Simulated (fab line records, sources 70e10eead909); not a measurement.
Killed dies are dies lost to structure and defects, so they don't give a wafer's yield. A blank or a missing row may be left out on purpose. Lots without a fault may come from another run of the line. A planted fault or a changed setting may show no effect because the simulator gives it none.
fab line records | flow nand_harc
record lots=12 wafers=36 last_day=34
route steps=1302 shown P_STI@84 P_GATE@132 END@1302
lots that met no fault: from a run of the same line without faults
start_h: hours from the record's first day to the start of the lot's first wafer shown | wait_h: hours since the lot's step before | " the same as in the row above | L1.1+2: a row that stands for several wafers | - no value, or no start given | * or withheld: withheld | < > ~ a bound
route shown NAME@n: a module of which the file shows steps, and the number in the route of the first | usual: mean/standard deviation of fault-free wafers | same: alike in all rows | chamber/n: place in a boat | sites: the reading at each site | _std_site: their standard deviation | _edge_site: outer sites' mean less inner sites' | radius_mm: how far each site lies from the wafer's centre | mask NAME#n: copy n | behind: the tool/chamber that last shaped the wafer | hold: why the lot was held/for how many hours/how that ended | device: the transistor (n, p or np) that didn't switch | end of line: the same wafers' tests at the end of the route | a step without rows: its recipe alone | killed: dies lost to structure and defects at the first sort, not the wafer's yield | map: a wafer's dies, x killed, . not, _ none there
set.NAME: the setting as run; set.NAME@STEP: as run at that earlier step | model.NAME: the simulator's own value behind a step, which no gauge read
steps of the route over a sample of lots; a table a step, a row a wafer
services: from which hour (start_h, from the record's first day; less than 0 if before it) a tool's chamber was out of use, for how many hours, and why
## steps
# step NHARC_P_STI_OVL_MEAS_10
# usual overlay_x_nm=1/6.7 overlay_y_nm=-1/4.3
# columns lot.wafer tool chamber start_h wait_h overlay_x_nm overlay_y_nm
L602.1 overlay-01 - 62.52 - 5 8
L602.2 " - " " 5 7
L602.4 " - " " 5 7
L604.2 overlay-02 - 84.04 - -10 -6
L604.4 " - " " -9 -6
L604.5 " - " " -9 -6
L606.2 overlay-02 - 102.33 - 12 -8
L606.3 " - " " 11 -8
L606.5 " - " " 12 -7
L607.4 overlay-01 - 112.92 - 6 -3
L607.5 " - " " 5 -3
L607.6 " - " " 5 -3
L608.4 overlay-02 - 126.11 - 5 1
L608.5 " - " " 5 1
L608.6 " - " " 5 1
L610.1 overlay-02 - 144.45 - 7 -6
L610.2 " - " " 8 -6
L610.6 " - " " 8 -6
L611.2 overlay-01 - 157.75 - 0 -1
L611.3 " - " " 0 -1
L611.6 " - " " 0 -1
L613.4 overlay-01 - 173.53 - 8 -2
L613.5 " - " " 8 -2
L613.6 " - " " 7 -2
L614.2 overlay-02 - 184.61 - 4 1
L614.4 " - " " 3 1
L614.5 " - " " 4 1
L621.2 overlay-02 - 254.34 - -6 -8
L621.4 " - " " -6 -8
L621.5 " - " " -6 -8
L622.2 overlay-01 - 263.90 - -1 -2
L622.4 " - " " -2 -2
L622.6 " - " " -2 -2
L623.1 overlay-02 - 276.60 - 1 6
L623.3 " - " " 0 6
L623.5 " - " " 1 6
# step NHARC_P_STI_DESCUM_14
# recipe time_s=3 o2_flow_sccm=200 ar_flow_sccm=0 bias_power_w=0 chemistry=O2
# usual drypump_motor_current_A=5.7/0.48 o2_flow_sccm=200.1/0.65 oes_product_au=1.002/0.0097 rf_vpp_V=57.8/0.96 showerhead_plenum_p_Torr=1.93/0.09 throttle_valve_pct=11.310/0.0093
# columns lot.wafer tool chamber start_h wait_h drypump_motor_current_A o2_flow_sccm oes_product_au rf_hours_counter_h rf_vpp_V showerhead_plenum_p_Torr throttle_valve_pct
L602.2 rie_diel-09 3 62.69 - 4.9 201.4 0.996 4 58.1 2.00 11.314
L602.1 " 0 " " 5.6 200.2 1.012 5 57.9 1.83 11.308
L602.4 " 2 " " 5.4 200.1 1.008 5 59.0 2.02 11.303
L604.4 rie_diel-09 0 84.22 - 5.5 200.4 1.007 6 57.7 1.83 11.311
L604.2 " 1 " " 5.7 199.7 1.012 6 57.9 1.89 11.299
L604.5 " 3 " " 4.9 201.2 0.999 - 57.9 2.00 11.310
L606.2 rie_diel-11 2 102.51 - 5.9 200.6 1.014 1 55.9 1.97 11.322
L606.3 " 3 " " 5.4 200.1 0.989 1 58.6 2.02 11.308
L606.5 " 1 " " 6.7 199.7 0.995 - 58.6 1.90 11.310
L607.4 rie_diel-09 1 113.09 - 5.7 199.6 1.015 7 58.8 1.89 11.314
L607.5 " 1 " " 5.7 199.8 1.012 - 57.5 1.89 11.323
L607.6 " 2 " " 5.3 199.3 0.995 - 58.8 2.02 11.301
L608.4 rie_diel-11 0 126.28 - 5.4 199.9 1.006 3 56.9 1.79 11.321
L608.6 " 3 " " 5.4 199.4 0.996 - 57.6 2.02 11.298
L608.5 " 0 " " 5.4 199.7 0.996 - 57.0 1.79 11.304
L610.1 rie_diel-02 2 144.62 - 5.3 199.8 0.997 8 59.9 2.06 11.329
L610.2 " 1 " " 6.1 199.0 0.998 7 57.3 2.03 11.299
L610.6 " 3 " " 5.8 201.0 0.999 - 58.1 1.80 11.304
L611.3 rie_diel-11 1 157.92 - 6.7 200.4 0.991 5 57.4 1.89 11.310
L611.2 " 0 " " 5.4 200.3 0.980 5 58.2 1.79 11.310
L611.6 " 2 " " 5.9 201.0 0.998 - 57.5 1.97 11.325
L613.4 rie_diel-11 2 173.72 - 5.9 199.1 1.008 6 57.8 1.97 11.308
L613.5 " 0 " " 5.4 200.5 0.997 - 56.3 1.79 11.312
L613.6 " 1 " " 6.7 199.2 0.980 - 58.1 1.89 11.308
L614.2 rie_diel-11 3 184.79 - 5.4 199.3 0.988 4 59.7 2.02 11.318
L614.4 " 1 " " 6.7 198.9 0.992 6 57.6 1.89 11.305
L614.5 " 2 " " 6.0 200.0 1.001 - 59.4 1.97 11.305
L621.4 rie_diel-11 0 254.51 - 5.4 200.7 1.013 12 55.6 1.79 11.296
L621.2 " 2 " " 5.9 199.7 1.010 11 58.4 1.97 11.304
L621.5 " 1 " " 6.7 201.0 0.990 - 57.9 1.89 11.301
L622.2 rie_diel-02 3 264.09 - 5.8 199.2 0.991 3 57.2 1.80 11.316
L622.6 " 0 " " 5.9 199.5 1.003 - 57.8 1.90 11.293
L622.4 " 3 " " 5.8 200.0 0.990 - 59.0 1.80 11.315
L623.3 rie_diel-02 2 276.78 - 5.2 199.4 0.984 5 56.6 2.05 11.305
L623.1 " 3 " " 5.8 200.5 0.998 5 57.1 1.79 11.316
L623.5 " 0 " " 5.9 199.9 1.019 - 57.7 1.90 11.321
# step NHARC_P_GATE_DEP_103
# recipe target_thk_a=300 target_thk_nm=30 temp_c=400 flow_sccm=200 rf_w=350 material=SiON
# usual heater_power_w=749/100 susceptor_temp_C=399.98/0.22
# columns lot.wafer tool chamber start_h wait_h heater_power_w susceptor_temp_C
L602.1 pecvd-02 1 110.02 0.6 597 399.92
L602.2 " 2 " " 770 399.71
L602.4 " 1 " " 590 400.46
L604.2 pecvd-04 2 135.65 0.5 787 400.32
L604.4 " 1 " " 700 400.25
L604.5 " 2 " " 778 399.79
L606.3 pecvd-02 1 151.02 0.3 532 399.88
L606.2 " 2 " " 819 400.13
L606.5 " 2 " " 838 400.34
L607.4 pecvd-02 0 169.90 0.3 946 399.87
L607.6 " 1 " " 556 400.52
L607.5 " 2 " " 909 399.87
L608.6 pecvd-02 0 186.46 0.1 873 400.08
L608.5 " 1 " " 522 399.69
L608.4 " 2 " " 755 399.74
L610.1 pecvd-04 1 197.49 0.6 752 400.17
L610.2 " 2 " " 687 399.97
L610.6 " 1 " " 754 399.95
L611.3 pecvd-02 2 210.64 0.4 868 400.19
L611.2 " 0 " " 821 399.81
L611.6 " 0 " " 808 399.69
L613.4 pecvd-03 0 222.45 0.3 737 400.07
L613.5 " 1 " " 876 400.07
L613.6 " 2 " " 793 400.25
L614.2 pecvd-03 2 239.46 0.6 834 399.75
L614.4 " 0 " " 611 399.83
L614.5 " 1 " " 768 399.91
L621.2 pecvd-04 1 305.28 0.5 781 400.16
L621.5 " 2 " " 747 400.13
L621.4 " 0 " " 716 400.31
L622.2 pecvd-03 0 315.64 0.5 612 399.88
L622.4 " 2 " " 792 399.89
L622.6 " 0 " " 623 399.93
L623.3 pecvd-04 1 331.67 0.3 806 399.94
L623.1 " 2 " " 693 400.14
L623.5 " 2 " " 693 399.61
# step NHARC_P_GATE_ETCH_104
# recipe target_depth_a=600 time_s=withheld cf4_flow_sccm=100 chf3_flow_sccm=30 ar_flow_sccm=0 rf_w=500 bias_w=200 chemistry=CF4/CHF3
# usual cf4_flow_sccm=100.0/0.31 drypump_motor_current_A=5.6/0.51 oes_product_au=0.954/0.021 rf_fwd_power_W=491.8/2.3 rf_vpp_V=371.9/2.2 showerhead_plenum_p_Torr=1.61/0.062 throttle_valve_pct=16.802/0.0088
# columns lot.wafer tool chamber start_h wait_h cf4_flow_sccm drypump_motor_current_A oes_product_au rf_fwd_power_W rf_vpp_V showerhead_plenum_p_Torr throttle_valve_pct
L602.1 rie_diel-10 3 110.98 0.1 100.0 5.2 0.963 493.6 374.0 1.68 16.798
L602.2 " 0 " " 99.6 6.7 0.960 491.5 369.8 1.56 16.794
L602.4 " 0 " " 99.5 6.7 0.963 491.0 370.2 1.56 16.795
L604.2 rie_diel-08 1 136.57 0.1 100.1 6.2 0.976 495.4 371.2 1.60 16.807
L604.4 " 2 " " 99.6 5.7 0.958 492.5 372.5 1.64 16.809
L604.5 " 1 " " 100.1 6.2 0.967 491.9 371.3 1.60 16.801
L606.3 rie_diel-05 1 151.98 0.1 99.9 5.1 0.937 489.4 375.6 1.68 16.814
L606.2 " 2 " " 99.8 5.7 0.921 497.4 374.3 1.69 16.787
L606.5 " 0 " " 99.8 6.0 0.929 493.6 370.9 1.59 16.803
L607.4 rie_diel-05 3 170.65 0.1 100.1 6.2 0.970 491.3 373.7 1.66 16.800
L607.5 " 1 " " 100.3 5.1 0.963 490.5 374.1 1.68 16.806
L607.6 " 2 " " 100.0 5.7 0.960 494.4 373.4 1.68 16.805
L608.4 rie_diel-08 0 187.33 0.1 100.4 5.0 0.969 490.2 368.5 1.53 16.805
L608.6 " 3 " " 99.9 5.3 0.964 489.6 371.5 1.60 16.786
L608.5 " 0 " " 100.1 5.1 0.972 491.3 367.3 1.53 16.807
L610.2 rie_diel-05 0 198.44 0.1 100.1 5.9 0.925 493.6 372.4 1.59 16.797
L610.1 " 2 " " 100.4 5.7 0.932 494.4 374.2 1.68 16.813
L610.6 " 0 " " 100.3 5.9 0.918 492.8 369.8 1.59 16.794
L611.2 rie_diel-08 3 211.43 0.1 100.2 5.3 0.956 489.9 370.9 1.60 16.800
L611.3 " 0 " " 99.9 5.1 0.976 490.7 369.6 1.53 16.805
L611.6 " 0 " " 99.9 5.0 0.970 492.7 367.4 1.53 16.812
L613.4 rie_diel-08 2 223.35 0.1 100.3 5.8 0.957 493.7 372.3 1.64 16.805
L613.6 " 3 " " 99.7 5.3 0.951 492.2 373.2 1.60 16.790
L613.5 " 0 " " 100.1 5.1 0.745 290.9 368.7 1.53 16.804
L614.2 rie_diel-08 0 240.42 0.1 100.0 5.0 0.733 290.3 369.2 1.53 16.810
L614.4 " 1 " " 100.8 6.1 0.953 497.0 371.1 1.59 16.788
L614.5 " 1 " " 100.5 6.2 0.949 493.9 372.3 1.60 16.799
L621.4 rie_diel-08 2 306.05 0.1 99.7 5.7 0.986 494.6 371.5 1.64 16.788
L621.2 " 3 " " 100.1 5.3 0.961 488.4 369.2 1.60 16.805
L621.5 " 0 " " 100.3 5.1 0.967 492.7 370.1 1.53 16.803
L622.4 rie_diel-05 0 316.56 0.1 100.4 5.9 0.952 489.9 371.5 1.59 16.812
L622.2 " 1 " " 100.4 5.1 0.924 491.5 373.3 1.68 16.795
L622.6 " 0 " " 100.3 5.9 0.950 491.1 371.1 1.59 16.802
L623.1 rie_diel-10 3 332.50 0.1 100.0 5.2 0.926 495.1 373.8 1.68 16.799
L623.3 " 1 " " 100.0 5.4 0.906 489.7 367.4 1.49 16.798
L623.5 " 3 " " 99.3 5.2 0.916 494.3 373.7 1.68 16.788
# step NHARC_END_SORT_01
# recipe temp_c=25
# usual killed_at_array=55/15 killed_at_other=1.0/1.2 killed_at_periphery=3.4/2.2 killed_dies=59/15 killed_open=3.2/2 killed_short=2.5/1.7
# same gross_dies=677
# columns lot.wafer tool chamber start_h wait_h killed_at_array killed_at_other killed_at_periphery killed_dies killed_open killed_short
L608.4 prober-01 0 656.87 3.4 84 0 2 86 3 4
L608.5 prober-01 0 657.67 3.7 69 0 1 70 4 3
L608.6 prober-01 0 658.46 4.0 75 1 2 78 4 2
L611.2 prober-02 0 678.39 2.8 81 0 6 87 1 3
L611.3 prober-02 0 679.18 3.1 70 1 5 76 0 5
L611.6 prober-02 0 681.55 3.9 93 2 3 98 4 2
# killed by level:class
L608.4 A_CHANNEL_HOLE_D1:chamber_film_flake=33 A_SLIT:chamber_film_flake=30 A_CHANNEL_HOLE_D2:chamber_film_flake=12 A_CHANNEL_HOLE_D2:geometric_particle:short=2 A_STAIRCASE:chamber_film_flake=2 P_M0:geometric_particle:short=1 P_M1:geometric_particle:open=1 A_CHANNEL_FILL_D1:geometric_particle:open=1
L608.5 A_SLIT:chamber_film_flake=32 A_CHANNEL_HOLE_D1:chamber_film_flake=13 A_CHANNEL_HOLE_D2:chamber_film_flake=11 A_DECK1_JOINT:chamber_film_flake=2 A_WL_FILL:chamber_film_flake=2 A_ONON_D1:geometric_particle:short=1 A_ONON_D1:geometric_particle:open=1 A_CHANNEL_FILL_D1:geometric_particle:short=1
L608.6 A_CHANNEL_HOLE_D1:chamber_film_flake=32 A_SLIT:chamber_film_flake=28 A_CHANNEL_HOLE_D2:chamber_film_flake=5 A_STAIRCASE:chamber_film_flake=2 A_CONTACT:chamber_film_flake=2 P_GATE:geometric_particle:open=1 A_CHANNEL_FILL_D1:geometric_particle:short=1 A_DECK1_JOINT:geometric_particle:open=1
L611.2 A_SLIT:chamber_film_flake=37 A_CHANNEL_HOLE_D1:chamber_film_flake=34 P_GATE:chamber_film_flake=6 A_STAIRCASE:chamber_film_flake=5 A_CHANNEL_FILL_D1:geometric_particle:short=1 A_DECK1_JOINT:geometric_particle:short=1 A_CHANNEL_HOLE_D2:geometric_particle:short=1 A_BLC:geometric_particle:open=1
L611.3 A_SLIT:chamber_film_flake=37 A_CHANNEL_HOLE_D1:chamber_film_flake=19 A_STAIRCASE:chamber_film_flake=7 P_GATE:chamber_film_flake=4 A_WL_FILL:geometric_particle:short=3 A_CONTACT:chamber_film_flake=3 P_CONTACT:geometric_particle:short=1 STARTING-WAFER:geometric_particle:short=1
L611.6 A_CHANNEL_HOLE_D1:chamber_film_flake=39 A_SLIT:chamber_film_flake=31 A_STAIRCASE:chamber_film_flake=11 A_CONTACT:chamber_film_flake=3 A_WL_FILL:geometric_particle:short=2 P_GATE:chamber_film_flake=2 THIN_TSV:chamber_film_flake=2 P_GATE:geometric_particle:open=1
## services
# columns tool chamber start_h hours kind
rie_diel-02 - 39.70 9.0 pm
pecvd-02 - 46.45 13.0 pm
rie_diel-05 - 52.60 9.0 pm
pecvd-04 1 65.51 29.3 repair
rie_diel-11 - 78.50 9.0 pm
pecvd-04 - 81.80 2.4 repair
pecvd-04 - 88.00 13.0 pm
rie_diel-05 - 102.42 0.9 repair
rie_diel-11 3 142.90 17.4 repair
rie_diel-09 - 143.10 9.0 pm
rie_diel-08 3 144.36 9.3 repair
rie_diel-08 2 149.44 7.8 repair
pecvd-02 - 152.93 0.6 repair
rie_diel-08 1 158.60 9.4 repair
rie_diel-08 - 190.80 9.0 pm
pecvd-04 - 192.41 0.8 repair
rie_diel-05 3 203.81 5.2 repair
pecvd-02 - 227.45 13.0 pm
rie_diel-05 - 230.28 9.0 pm
rie_diel-11 3 248.56 4.0 repair
rie_diel-11 - 255.50 9.0 pm
pecvd-04 - 269.00 13.0 pm
rie_diel-11 - 273.63 3.5 repair
rie_diel-11 1 300.14 4.8 repair
## key
first_sign step=NHARC_P_GATE_ETCH_104 reading=rf_fwd_power_W direction=down sigmas=86 usual=* struck=*
effect step=NHARC_P_GATE_ETCH_104 reading=oes_product_au direction=down sigmas=10 usual=0.954 struck=0.739
met_at NHARC_P_GATE_ETCH_104
struck_lots L613,L614
struck_wafers L613.5,L614.2
tester_left_out L613,L614
not_acting_at NHARC_P_STI_OVL_MEAS_10,NHARC_P_STI_DESCUM_14,NHARC_P_GATE_DEP_103
onset_between 211.43 223.35
fault kind=process_parameter_drift tool=rie_diel-08 chamber=0 onset_h=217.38 steps=NHARC_P_GATE_ETCH_104 channel=rf_w offset=* shape=step end_h=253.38 acts_in=* stated=*
# tester_left_out: of these lots the tester's yield and bins aren't shown, on N5 and GAA mostly nor the transistor test; their killed dies are dies lost to structure and defects alone, not to doping, threshold or leakage, so they don't give the yield
